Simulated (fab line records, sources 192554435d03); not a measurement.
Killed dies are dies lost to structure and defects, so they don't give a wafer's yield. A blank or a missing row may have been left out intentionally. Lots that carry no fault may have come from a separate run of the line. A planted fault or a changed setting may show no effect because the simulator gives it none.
Chamber matching    flow n5Finfet    N5_BEOL_M1_ALD_98 on aldSin-04 has 4 sister chambers
The step deposits SiO2, target thk 2.5 nm, pulse time 1 s, co reactant pulse time 1 s. 14 wafers are shown with their chamber, then 7 later ones without.

## EACH WAFER AND ITS CHAMBER
wafer   chamber  heaterPowerW (W)  precursorPulseHeightRel
L077.1  3        77                1.029
L077.4  0        88                1.019
L077.6  0        88                1.013
L078.1  0        87                0.968
L078.5  3        75                0.983
L078.6  2        79                0.996
L080.1  0        88                0.983
L080.3  1        92                1.009
L080.6  0        86                0.991
L089.1  0        83                1.008
L089.5  1        89                1.004
L089.6  0        84                0.974
L090.3  2        79                1.008
L090.4  2        79                1.037

SIGNATURES, as means of the wafers listed above
reading                  chamber 0  chamber 1  chamber 2  chamber 3  scatter within a chamber
heaterPowerW             86.29      90.50      79.00      76.00      1.79
precursorPulseHeightRel  0.99371    1.00650    1.01367    1.00600    0.0208
Rule: a wafer's distance from a chamber is the root of the sum, over the readings, of the square of ((its reading less the chamber's mean) divided by the reading's scatter). If the next closest chamber is less than 2 further off than the closest, the wafer can't be placed; otherwise it belongs to the closest. How the scatter is found: for the shown wafers, subtract from each reading the mean of its chamber, square and add these, divide the total by (wafers less chambers), then take the root.

## WAFERS WITHOUT THEIR CHAMBER
wafer   heaterPowerW (W)  precursorPulseHeightRel
L090.6  80                0.986
L094.2  78                0.982
L094.4  84                0.994
L094.5  81                1.048
L096.1  80                1.000
L096.4  92                1.010
L096.5  91                0.987

## WHICH CHAMBER EACH WENT THROUGH
wafer   from the rows above           in truth
L090.6  can't be placed: 2 or 3       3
L094.2  can't be placed: 3 or 2       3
L094.4  can't be placed: 0 or 2       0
L094.5  can't be placed: 2 or 3 or 0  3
L096.1  can't be placed: 2 or 3       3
L096.4  1                             1
L096.5  can't be placed: 1 or 0       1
1 of 7 placed correctly. Can't be placed from these rows: 6 (the true chamber is among the candidates in 6). Number placed wrongly: 0.
